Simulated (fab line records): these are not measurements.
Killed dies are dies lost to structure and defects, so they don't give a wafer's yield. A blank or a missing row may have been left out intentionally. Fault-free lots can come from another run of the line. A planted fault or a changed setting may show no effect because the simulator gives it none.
Chamber matching + flow n5 finfet + ald sin-04 running N5_SPACER0_ALD_08: 4 sister chambers
The step deposits SiNx, target thk 2 nm. 8 wafers are shown with their chamber, then 8 later ones without.

WAFERS, EACH WITH ITS CHAMBER
| wafer  | chamber | heater power w (W) | susceptor temp C (C) |
|--------|---------|--------------------|----------------------|
| L076.4 | 3       | 820                | 400.12               |
| L080.1 | 2       | 959                | 399.57               |
| L080.2 | 1       | 866                | 399.83               |
| L080.4 | 0       | 770                | 400.22               |
| L084.3 | 0       | 784                | 400.28               |
| L084.4 | 2       | 997                | 399.67               |
| L084.6 | 3       | 769                | 399.86               |
| L085.2 | 1       | 832                | 399.65               |

WAFERS WITH NO CHAMBER GIVEN
| wafer  | heater power w (W) | susceptor temp C (C) |
|--------|--------------------|----------------------|
| L085.4 | 790                | 399.75               |
| L085.5 | 792                | 399.96               |
| L088.1 | 790                | 399.87               |
| L088.3 | 851                | 399.74               |
| L088.5 | 785                | 400.02               |
| L089.1 | 1020               | 399.78               |
| L089.5 | 792                | 400.23               |
| L089.6 | 827                | 399.79               |

THE CHAMBER EACH PASSED THROUGH
| wafer  | from the rows above     | in truth                   |
|--------|-------------------------|----------------------------|
| L085.4 | can't be placed: 3 or 1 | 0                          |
| L085.5 | 3                       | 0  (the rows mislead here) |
| L088.1 | can't be placed: 3 or 1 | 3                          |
| L088.3 | 1                       | 1                          |
| L088.5 | can't be placed: 3 or 0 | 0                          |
| L089.1 | 2                       | 2                          |
| L089.5 | can't be placed: 0 or 3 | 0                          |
| L089.6 | can't be placed: 1 or 3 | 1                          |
Correctly placed: 2 of 8. Unplaceable from these rows: 5, with the true chamber sitting among the candidates in 4. Number placed wrongly: 1.
How it was worked out, from the rows above alone: a wafer's distance from a chamber is the root of the sum, over the readings, of the square of ((its reading less the chamber's mean) divided by the reading's scatter). The wafer belongs to the nearest chamber; if the next one is less than 2 further off, it can't be placed. The mean given for a chamber averages the wafers shown for that chamber. The scatter is the square root of a quotient: the sum, over the shown wafers, of each reading's squared deviation from its chamber's mean, divided by wafers minus chambers.
